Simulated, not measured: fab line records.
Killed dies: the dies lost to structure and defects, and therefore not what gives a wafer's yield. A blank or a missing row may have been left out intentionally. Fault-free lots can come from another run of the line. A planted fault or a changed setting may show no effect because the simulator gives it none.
Matching of chambers + flow nand harc + rie diel-11 running NHARC_A_STAIRCASE_DESCUM_252: 4 sister chambers
The step chemistry O2, time 3 s. 8 wafers are shown with their chamber, then 11 later ones without.

## WAFERS WITH THEIR CHAMBER
| wafer  | chamber | drypump motor current A (A) | showerhead plenum p Torr (Torr) |
|--------|---------|-----------------------------|---------------------------------|
| L084.1 | 0       | 6.3                         | 1.86                            |
| L091.1 | 2       | 5.3                         | 1.83                            |
| L091.2 | 3       | 5.8                         | 1.81                            |
| L091.3 | 1       | 5.6                         | 1.77                            |
| L092.2 | 0       | 6.3                         | 1.86                            |
| L092.3 | 3       | 5.9                         | 1.81                            |
| L092.6 | 1       | 5.6                         | 1.76                            |
| L092.1 | 2       | 5.3                         | 1.83                            |

## WAFERS WITH NO CHAMBER GIVEN
| wafer  | drypump motor current A (A) | showerhead plenum p Torr (Torr) |
|--------|-----------------------------|---------------------------------|
| L092.4 | 5.6                         | 1.76                            |
| L092.5 | 6.3                         | 1.86                            |
| L094.2 | 6.3                         | 1.86                            |
| L094.3 | 5.6                         | 1.76                            |
| L094.5 | 6.3                         | 1.86                            |
| L096.2 | 6.3                         | 1.86                            |
| L096.4 | 6.3                         | 1.86                            |
| L096.5 | 5.3                         | 1.82                            |
| L095.1 | 5.6                         | 1.76                            |
| L095.3 | 6.4                         | 1.86                            |
| L095.6 | 5.3                         | 1.82                            |

## WHICH CHAMBER EACH WENT THROUGH
| wafer  | from the rows above | in truth |
|--------|---------------------|----------|
| L092.4 | 1                   | 1        |
| L092.5 | 0                   | 0        |
| L094.2 | 0                   | 0        |
| L094.3 | 1                   | 1        |
| L094.5 | 0                   | 0        |
| L096.2 | 0                   | 0        |
| L096.4 | 0                   | 0        |
| L096.5 | 2                   | 2        |
| L095.1 | 1                   | 1        |
| L095.3 | 0                   | 0        |
| L095.6 | 2                   | 2        |
11 of 11 placed correctly. From these rows, 0 cannot be placed. 0 placed wrongly.
How it was worked out, from the rows above alone: a wafer's distance from a chamber is the root of the sum, over the readings, of the square of ((its reading less the chamber's mean) divided by the reading's scatter). If the next closest chamber is less than 2 further off than the closest, the wafer can't be placed; otherwise it belongs to the closest. The mean given for a chamber averages the wafers shown for that chamber. The scatter: the root of (the sum of the squares of (reading less its chamber's mean) over the shown wafers, divided by (wafers less chambers)).
